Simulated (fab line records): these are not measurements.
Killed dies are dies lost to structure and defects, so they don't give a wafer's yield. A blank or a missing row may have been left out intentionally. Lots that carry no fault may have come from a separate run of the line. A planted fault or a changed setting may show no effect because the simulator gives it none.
fab line records	flow nandHarc
record lots=12	wafers=34	lastDay=33
route steps=1302 shown A_STAIRCASE@889 A_SGD_CUT@906
lots with no fault: from the same line, run without faults
startH: hours from the record's first day to the start of the lot's first wafer shown	waitH: hours from the lot's prior step to this one	" same as the row above	L1.1+2: one row covering several wafers at once	- either no value or no given start	* or withheld: withheld	< > ~ a bound
route shown NAME@n: a module of which the file shows steps, and the number in the route of the first	usual: average and standard deviation across the fault-free wafers	same: alike in all rows	chamber/n: place in a boat	sites: each site's reading	_std_site: standard deviation of those values	_edge_site: outer sites' mean less inner sites'	radiusMm: how far each site lies from the wafer's centre	mask NAME#n: copy n	behind: the tool/chamber that last shaped the wafer	hold: reason for holding the lot/hours on hold/outcome of the hold	device: which transistor (n, p or np) failed to switch	end of line: tests of these same wafers at the route's end	a step with no rows: only its recipe	killed: at the first sort, the dies lost to defects and structure; wafer yield is something else	map: shows each die of a wafer: x if killed, . if not, _ if none is there
set.NAME: setting as actually run; set.NAME@STEP: the setting as run at that earlier step	model.NAME: the simulator's own value behind a step, which no gauge read
steps of the route over a sample of lots; a table a step, a row a wafer
services: when a tool's chamber went out of use (startH, in hours from the record's first day, below 0 if earlier), for how many hours, and the reason
## steps
# step NHARC_A_STAIRCASE_INSPECT_155
# usual rawDefectCount=424/100
lot.wafer	tool	chamber	startH	waitH	rawDefectCount
L698.1	defectInspect-01	-	446.30	0.1	601
L698.3	"	-	"	"	350
L698.5	"	-	"	"	375
L701.1	defectInspect-02	-	477.51	0.1	532
L701.2	"	-	"	"	413
L701.3	"	-	"	"	360
L700.2	defectInspect-01	-	477.58	0.1	511
L700.4	"	-	"	"	599
L700.6	"	-	"	"	429
L703.1	defectInspect-02	-	501.31	0.1	234
L703.2	"	-	"	"	297
L703.6	"	-	"	"	439
L705.1	defectInspect-01	-	519.31	0.1	494
L705.2	"	-	"	"	471
L705.3	"	-	"	"	554
L707.3	defectInspect-01	-	545.87	0.1	508
L707.6	"	-	"	"	481
L709.1	defectInspect-01	-	556.53	0.1	330
L709.5	"	-	"	"	266
L713.1	defectInspect-02	-	608.45	0.1	365
L713.3	"	-	"	"	351
L713.6	"	-	"	"	408
L714.2	defectInspect-01	-	609.38	0.1	727
L714.3	"	-	"	"	554
L714.4	"	-	"	"	452
L718.1	defectInspect-01	-	644.51	0.1	466
L718.2	"	-	"	"	391
L718.5	"	-	"	"	428
L717.1	defectInspect-01	-	645.07	0.1	457
L717.3	"	-	"	"	400
L717.6	"	-	"	"	347
L720.2	defectInspect-02	-	656.29	0.1	377
L720.3	"	-	"	"	298
L720.4	"	-	"	"	355
# step NHARC_A_SGD_CUT_ETCH_59
# recipe targetDepthA=2600	overEtchFrac=0.25	timeS=406.25	ionEnergyEv=200	n2FlowSccm=150	h2FlowSccm=150	arFlowSccm=0	rfW=400	biasW=150	chemistry=N2/H2
# usual biasW=149.9/0.53	drypumpMotorCurrentA=5.8/0.57	oesProductAu=1.000/0.0071	rfVppV=429.9/2.2	showerheadPlenumPTorr=2.01/0.078	throttleValvePct=14.171/0.0086
# same timeS=406.25
lot.wafer	tool	chamber	startH	waitH	biasW	drypumpMotorCurrentA	oesProductAu	rfHoursCounterH	rfVppV	showerheadPlenumPTorr	throttleValvePct
L698.1	rieDiel-03	1	-	-	149.5	6.0	1.001	13	428.1	1.97	14.169
L698.3	"	2	"	"	150.5	5.9	0.988	14	433.0	2.08	14.178
L698.5	"	2	"	"	150.5	5.9	0.997	-	430.9	2.08	14.167
L701.3	rieDiel-13	2	-	-	149.9	5.4	0.997	6	432.5	2.07	14.178
L701.2	"	0	"	"	149.5	6.4	1.007	7	427.2	1.96	14.169
L701.1	"	1	"	"	150.6	5.0	1.001	6	428.0	1.93	14.168
L700.2	rieDiel-03	3	-	-	150.1	4.8	0.999	2	426.8	1.95	14.179
L700.4	"	0	"	"	149.5	5.7	0.995	2	434.2	2.17	14.172
L700.6	"	3	"	"	149.9	4.8	0.994	-	428.5	1.95	14.167
L703.1	rieDiel-10	2	-	-	149.2	6.0	0.996	2	432.7	2.10	14.158
L703.2	"	3	"	"	150.3	6.6	1.004	3	430.5	2.07	14.169
L703.6	"	0	"	"	149.9	6.3	1.000	-	430.5	2.05	14.172
L705.3	rieDiel-03	1	-	-	150.5	6.0	0.999	4	429.5	1.97	14.180
L705.2	"	3	"	"	149.3	4.8	0.992	6	428.9	1.95	14.159
L705.1	"	0	"	"	149.7	5.7	1.004	6	434.4	2.17	14.171
L707.3	rieDiel-03	3	-	-	150.5	4.8	1.003	9	427.3	1.95	14.172
L707.6	"	0	"	"	149.7	5.7	1.000	-	432.7	2.17	14.167
L709.1	rieDiel-13	2	-	-	150.0	5.4	1.001	1	431.5	2.07	14.159
L709.5	"	1	"	"	150.7	5.0	1.019	-	426.6	1.93	14.168
L713.3	rieDiel-03	3	-	-	150.2	4.8	1.008	15	428.8	1.94	14.172
L713.1	"	0	"	"	149.9	5.7	0.995	15	434.4	2.16	14.171
L713.6	"	2	"	"	150.0	5.9	0.997	-	431.6	2.07	14.180
L714.3	rieDiel-13	3	-	-	149.5	5.6	0.986	4	427.0	1.92	14.178
L714.2	"	0	"	"	149.8	6.4	0.990	4	428.8	1.96	14.169
L714.4	"	1	"	"	149.5	5.0	1.003	5	427.4	1.93	14.179
L718.2	rieDiel-10	0	-	-	150.0	6.4	1.007	2	431.5	2.05	14.154
L718.1	"	1	"	"	149.9	6.5	0.989	2	429.2	1.93	14.167
L718.5	"	3	"	"	149.5	6.6	1.004	-	430.6	2.07	14.157
L717.3	rieDiel-13	1	-	-	149.5	5.0	1.005	7	428.6	1.93	14.157
L717.1	"	2	"	"	149.1	5.4	0.992	6	433.3	2.07	14.167
L717.6	"	2	"	"	150.1	5.4	1.001	-	430.5	2.07	14.175
L720.4	rieDiel-10	2	-	-	150.3	6.0	1.003	4	432.1	2.10	14.173
L720.3	"	3	"	"	149.5	6.6	1.010	4	431.8	2.07	14.169
L720.2	"	0	"	"	150.0	6.3	1.001	4	430.1	2.05	14.161
# step NHARC_A_SGD_CUT_STRIP_17
# recipe o2FlowSccm=500	arFlowSccm=0	biasW=0	chemistry=O2
# usual drypumpMotorCurrentA=5.8/0.57	oesProductAu=1.001/0.0074	rfVppV=57.8/0.88	showerheadPlenumPTorr=3.49/0.13	throttleValvePct=17.037/0.0086
# same biasW=0
lot.wafer	tool	chamber	startH	waitH	drypumpMotorCurrentA	oesProductAu	rfHoursCounterH	rfVppV	showerheadPlenumPTorr	throttleValvePct
L698.1	rieDiel-03	3	-	-	4.8	0.994	15	57.5	3.39	17.040
L698.3	"	1	"	"	6.0	0.995	14	58.2	3.42	17.034
L698.5	"	0	"	"	5.7	1.001	-	57.9	3.73	17.058
L701.1	rieDiel-13	2	-	-	5.4	1.005	6	58.9	3.57	17.056
L701.2	"	0	"	"	6.5	1.002	7	56.4	3.41	17.037
L701.3	"	1	"	"	5.0	1.017	7	57.4	3.36	17.038
L700.2	rieDiel-03	0	-	-	5.7	0.993	2	60.0	3.73	17.040
L700.4	"	1	"	"	6.0	0.995	1	58.7	3.42	17.039
L700.6	"	3	"	"	4.8	1.003	-	57.4	3.39	17.033
L703.2	rieDiel-10	1	-	-	6.5	1.002	4	57.2	3.36	17.033
L703.1	"	2	"	"	6.0	1.005	2	59.0	3.63	17.036
L703.6	"	3	"	"	6.6	0.998	-	56.6	3.58	17.039
L705.1	rieDiel-03	3	-	-	4.8	0.998	7	58.0	3.38	17.020
L705.2	"	0	"	"	5.7	1.005	6	56.9	3.73	17.044
L705.3	"	1	"	"	6.0	0.998	4	59.1	3.42	17.031
L707.3	rieDiel-03	3	-	-	4.9	0.998	9	57.3	3.38	17.034
L707.6	"	0	"	"	5.7	1.002	-	58.3	3.73	17.045
L709.1	rieDiel-13	3	-	-	5.6	1.005	1	57.3	3.34	17.024
L709.5	"	0	"	"	6.5	0.992	-	57.0	3.41	17.050
L713.1	rieDiel-03	3	-	-	4.9	0.994	15	56.8	3.38	17.030
L713.3	"	0	"	"	5.7	1.009	16	59.3	3.72	17.032
L713.6	"	3	"	"	4.9	1.001	-	56.4	3.38	17.034
L714.3	rieDiel-13	1	-	-	5.0	1.006	5	57.7	3.36	17.027
L714.2	"	2	"	"	5.4	0.991	4	57.5	3.57	17.047
L714.4	"	3	"	"	5.6	0.991	4	57.6	3.34	17.037
L718.2	rieDiel-10	2	-	-	6.0	1.012	3	59.4	3.62	17.038
L718.1	"	1	"	"	6.5	1.012	3	56.1	3.36	17.057
L718.5	"	3	"	"	6.6	1.007	-	58.6	3.57	17.039
L717.1	rieDiel-13	1	-	-	5.0	0.993	7	56.1	3.36	17.058
L717.3	"	3	"	"	5.6	0.987	6	58.1	3.34	17.034
L717.6	"	1	"	"	5.0	0.991	-	57.0	3.36	17.033
L720.2	rieDiel-10	0	-	-	6.4	1.006	4	60.0	3.54	17.036
L720.3	"	2	"	"	6.0	1.013	4	57.6	3.62	17.036
L720.4	"	3	"	"	6.5	1.008	4	59.2	3.57	17.033
# step NHARC_A_SGD_CUT_DEP_20
# recipe targetThkA=1500	tempC=65	material=SiO2
lot.wafer	tool	chamber	startH	waitH
L698.1+3+5	fcvd-02	1	448.79	-
L701.2+1+3	fcvd-02	1,0,0	479.75	-
L700.2+4+6	fcvd-01	1	479.80	-
L703.1+2+6	fcvd-01	1,0,1	503.40	-
L705.2+1+3	fcvd-02	1,0,0	521.45	-
L707.3+6	fcvd-02	0	548.03	-
L709.1+5	fcvd-02	1	558.86	-
L713.1+3+6	fcvd-02	0,0,1	610.57	-
L714.2+3+4	fcvd-01	0,0,1	611.40	-
L718.1+2+5	fcvd-02	0	646.60	-
L717.1+3+6	fcvd-02	0	647.43	-
L720.2+4+3	fcvd-02	1,0,1	658.28	-
# step NHARC_A_SGD_CUT_CMP_21
# recipe targetThkNm=148.19
# usual motorCurrentA=12.2/1.1	timeToEndpointS=50.5/2.2
lot.wafer	tool	chamber	startH	waitH	motorCurrentA	timeToEndpointS
L698.3	cmp-04	3	453.97	0.4	12.7	49.6
L698.1	"	0	"	"	13.2	48.1
L698.5	"	3	"	"	11.8	50.1
L701.3	cmp-01	1	485.32	0.4	11.9	53.6
L701.1	"	2	"	"	13.2	54.3
L701.2	"	0	"	"	12.2	54.8
L700.4	cmp-02	0	485.34	0.4	10.4	53.8
L700.2	"	1	"	"	10.5	47.9
L700.6	"	0	"	"	11.1	48.6
L703.2	cmp-04	3	508.32	0.4	11.9	51.3
L703.1	"	1	"	"	12.8	50.7
L703.6	"	3	"	"	11.6	52.4
L705.3	cmp-01	1	526.51	0.4	11.8	34.8
L705.2	"	2	"	"	13.5	48.6
L705.1	"	3	"	"	10.2	46.3
L707.3	cmp-01	3	556.98	0.4	10.1	37.0
L707.6	"	3	"	"	10.6	47.6
L709.1	cmp-01	2	563.68	0.4	13.9	47.8
L709.5	"	1	"	"	12.4	35.7
L714.2	cmp-01	1	615.33	0.4	11.4	50.0
L714.4	"	3	"	"	10.5	46.8
L714.3	"	0	"	"	12.5	45.2
L713.1	cmp-04	0	615.35	0.4	14.2	52.5
L713.3	"	1	"	"	12.3	50.4
L713.6	"	0	"	"	12.7	49.7
L718.1	cmp-01	3	651.78	0.4	10.4	51.5
L718.2	"	0	"	"	12.5	51.6
L718.5	"	2	"	"	12.7	53.6
L717.1	cmp-04	1	651.90	0.5	12.9	50.8
L717.3	"	2	"	"	12.3	51.4
L717.6	"	1	"	"	12.1	51.1
L720.3	cmp-02	3	662.92	0.4	13.0	49.7
L720.2	"	0	"	"	10.4	54.1
L720.4	"	1	"	"	10.8	48.9
# step NHARC_A_SGD_CUT_THK_MEAS_22
# recipe thkMeasGauge=ellipsometry
# usual thkNm=148.3/1.3
lot.wafer	tool	chamber	startH	waitH	thkNm
L698.1	filmMetro-02	-	454.20	0.2	147.5
L698.3	"	-	"	"	148.5
L698.5	"	-	"	"	147.8
L700.2	filmMetro-01	-	485.57	0.2	147.7
L700.4	"	-	"	"	148.0
L700.6	"	-	"	"	147.3
L701.1	filmMetro-02	-	485.57	0.2	147.5
L701.2	"	-	"	"	148.6
L701.3	"	-	"	"	146.7
L703.1	filmMetro-01	-	508.55	0.2	148.0
L703.2	"	-	"	"	147.7
L703.6	"	-	"	"	148.4
L705.1	filmMetro-02	-	526.74	0.2	149.0
L705.2	"	-	"	"	147.3
L705.3	"	-	"	"	104.8
L707.3	filmMetro-02	-	557.21	0.2	107.2
L707.6	"	-	"	"	148.3
L709.1	filmMetro-01	-	563.89	0.2	145.6
L709.5	"	-	"	"	103.4
L713.1	filmMetro-02	-	615.58	0.2	147.3
L713.3	"	-	"	"	148.0
L713.6	"	-	"	"	148.3
L714.2	filmMetro-01	-	615.58	0.2	149.0
L714.3	"	-	"	"	148.7
L714.4	"	-	"	"	149.9
L718.1	filmMetro-01	-	652.01	0.2	151.2
L718.2	"	-	"	"	148.7
L718.5	"	-	"	"	149.5
L717.1	filmMetro-01	-	652.16	0.2	146.7
L717.3	"	-	"	"	148.8
L717.6	"	-	"	"	149.3
L720.2	filmMetro-02	-	663.15	0.2	147.1
L720.3	"	-	"	"	148.5
L720.4	"	-	"	"	146.6
## services
tool	chamber	startH	hours	kind
fcvd-02	0	434.96	15.5	repair
rieDiel-10	2	446.74	13.7	repair
fcvd-02	-	450.00	13.0	pm
rieDiel-03	-	458.30	9.0	pm
rieDiel-13	3	467.93	1.9	repair
rieDiel-13	3	475.17	6.2	repair
cmp-01	-	479.50	4.0	pm
rieDiel-13	1	480.86	5.4	repair
rieDiel-03	1	499.91	9.9	repair
rieDiel-03	2	515.60	7.7	repair
cmp-01	-	518.41	1.0	repair
rieDiel-13	-	519.04	9.0	pm
rieDiel-03	-	535.04	0.7	repair
rieDiel-10	3	543.77	5.0	repair
rieDiel-13	3	547.43	2.9	repair
cmp-01	-	577.50	4.0	pm
rieDiel-03	2	581.81	9.6	repair
rieDiel-10	-	582.42	0.3	repair
rieDiel-10	-	596.50	9.0	pm
fcvd-02	1	623.58	2.9	repair
rieDiel-13	-	628.07	0.5	repair
fcvd-02	-	631.00	13.0	pm
rieDiel-03	-	635.30	9.0	pm
rieDiel-13	0	637.30	15.2	repair
## key
firstSign step=NHARC_A_SGD_CUT_CMP_21	reading=timeToEndpointS	direction=down	sigmas=6.7	usual=*	struck=*
effect step=NHARC_A_SGD_CUT_THK_MEAS_22	reading=thkNm	direction=down	sigmas=34	usual=148.3	struck=105.1
metAt NHARC_A_SGD_CUT_DEP_20
struckLots L705,L707,L709
struckWafers L705.3,L707.3,L709.5
testerLeftOut L705,L707,L709
notActingAt NHARC_A_STAIRCASE_INSPECT_155,NHARC_A_SGD_CUT_ETCH_59,NHARC_A_SGD_CUT_STRIP_17
onsetBetween 479.75 521.45
fault kind=processParameterDrift	tool=fcvd-02	chamber=-	onsetH=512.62	steps=NHARC_A_SGD_CUT_DEP_20	channel=targetThkA	offset=*	shape=step	endH=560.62	scope=struckWafersOnly	actsIn=*	stated=*
# testerLeftOut: of these lots the tester's yield and bins aren't shown, on N5 and GAA mostly nor the transistor test; their killed dies are dies lost to structure and defects alone, not to doping, threshold or leakage, so they don't give the yield
